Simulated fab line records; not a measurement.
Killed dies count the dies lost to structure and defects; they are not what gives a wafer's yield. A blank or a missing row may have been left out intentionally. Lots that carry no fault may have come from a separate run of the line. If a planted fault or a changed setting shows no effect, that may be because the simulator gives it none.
Which of the tools did it?    flow nand-harc    21 wafers from 7 lots sampled at 3 of the route's 1159 steps

WHAT THE GAUGES SHOWED, per wafer
NHARC_A_CONTACT_CD_MEAS_42: the cd target is 200 nm.
lot   measured      on         cd-nm (nm)
L563  day 16 09:56  cd-sem-01  200.1 200.6 200.2
L566  day 16 15:19  cd-sem-03  199.7 199.5 200.3
L571  day 18 07:42  cd-sem-01  200.2 199.9 199.6
L576  day 19 02:07  cd-sem-01  198.7 199.6 198.4
L581  day 20 06:26  cd-sem-03  200.7 201.1 200.1
L584  day 21 17:56  cd-sem-01  200.1 199.7 199.5
L585  day 21 23:16  cd-sem-03  198.8 199.7 199.4

WHICH TOOL RAN EACH LOT (tool, then ch and the chambers of the sampled wafers, then the start)
lot   NHARC_A_CONTACT_DEP_28         NHARC_A_CONTACT_SOFTBAKE_37
L563  acl-dep-03 ch 0, day 16 05:26  litho-track-01 ch 0, day 16 07:00
L566  acl-dep-03 ch 0, day 16 12:19  litho-track-04 ch 0, day 16 14:00
L571  acl-dep-02 ch 0, day 18 04:44  litho-track-01 ch 0, day 18 07:00
L576  acl-dep-03 ch 0, day 18 23:32  litho-track-04 ch 0, day 19 01:00
L581  acl-dep-02 ch 0, day 20 03:57  litho-track-04 ch 0, day 20 06:00
L584  acl-dep-01 ch 0, day 21 14:57  litho-track-01 ch 0, day 21 17:00
L585  acl-dep-03 ch 0, day 21 21:03  litho-track-01 ch 0, day 21 22:00
- NHARC_A_CONTACT_DEP_28: deposits aC, target thk 3600 nm.
- NHARC_A_CONTACT_SOFTBAKE_37: time 55 s.

THE ANSWER, worked out from the rows above alone
Rule: usual is defined by the lots themselves. The widest of any qualifying gaps counts: lots, ordered by their means at a reading, are off when they make up no more than a third of the lots, leave a main group of 4 or more, and stand apart from it by 3 or more times the standard deviation of that group's means. A main group whose means are all the same, to the digits that the tables above print for the reading, isn't used. Also off: a lot with no number at a reading for which 4 or more lots have one. The other lots that the step has rows for count as sound.
Nothing can be told from this: no lot is off at any reading shown.

WHAT THE SIMULATOR HAD INSERTED
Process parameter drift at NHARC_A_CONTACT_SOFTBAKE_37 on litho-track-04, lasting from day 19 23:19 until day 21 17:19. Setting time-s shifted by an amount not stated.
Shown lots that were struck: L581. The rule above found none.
